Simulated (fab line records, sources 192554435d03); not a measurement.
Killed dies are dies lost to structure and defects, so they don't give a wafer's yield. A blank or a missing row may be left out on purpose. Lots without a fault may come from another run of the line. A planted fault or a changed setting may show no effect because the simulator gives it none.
Chamber matching | flow n5_finfet | N5_BEOL_M5_CURE_80 on uv_cure-02: 3 sister chambers
The step cures SiCOH lowk, time 120 s. 6 wafers are shown with their chamber, then 12 later ones without.

WAFERS WITH THEIR CHAMBER
wafer  | chamber | wafer_temp_C_max | lamp_power_pct (%)
L083.3 | 2       | 373.2            | 52.35
L083.4 | 2       | 372.6            | 52.25
L086.5 | 1       | 372.2            | 52.34
L086.6 | 1       | 372.4            | 52.29
L094.2 | 0       | 371.7            | 52.32
L094.4 | 0       | 371.9            | 52.37

WAFERS WITHOUT THEIR CHAMBER
wafer  | wafer_temp_C_max | lamp_power_pct (%)
L094.3 | 371.6            | 52.35
L094.5 | 372.1            | 52.38
L094.6 | 371.9            | 52.26
L095.1 | 371.0            | 52.39
L095.4 | 371.3            | 52.27
L095.5 | 371.5            | 52.31
L095.2 | 371.7            | 52.32
L095.3 | 372.0            | 52.39
L095.6 | 372.2            | 52.30
L096.3 | 371.5            | 52.33
L096.4 | 372.0            | 52.35
L096.5 | 371.4            | 52.28

WHICH CHAMBER EACH WENT THROUGH
wafer  | from the rows above     | in truth
L094.3 | can't be placed: 0 or 1 | 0
L094.5 | can't be placed: 0 or 1 | 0
L094.6 | can't be placed: 0 or 1 | 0
L095.1 | can't be placed: 0 or 1 | 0
L095.4 | can't be placed: 0 or 1 | 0
L095.5 | can't be placed: 0 or 1 | 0
L095.2 | can't be placed: 0 or 1 | 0
L095.3 | can't be placed: 0 or 1 | 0
L095.6 | can't be placed: 1 or 0 | 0
L096.3 | can't be placed: 0 or 1 | 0
L096.4 | can't be placed: 0 or 1 | 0
L096.5 | can't be placed: 0 or 1 | 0
Placed correctly: 0 of 12. Can't be placed from these rows: 12 (the true chamber is among the candidates in 12). Placed wrongly: 0.
How it was worked out, from the rows above alone: a wafer's distance from a chamber is the root of the sum, over the readings, of the square of ((its reading less the chamber's mean) divided by the reading's scatter). The wafer belongs to the nearest chamber; if the next one is less than 2 further off, it can't be placed. A chamber's mean is the mean of its shown wafers. The scatter: the root of (the sum of the squares of (reading less its chamber's mean) over the shown wafers, divided by (wafers less chambers)).
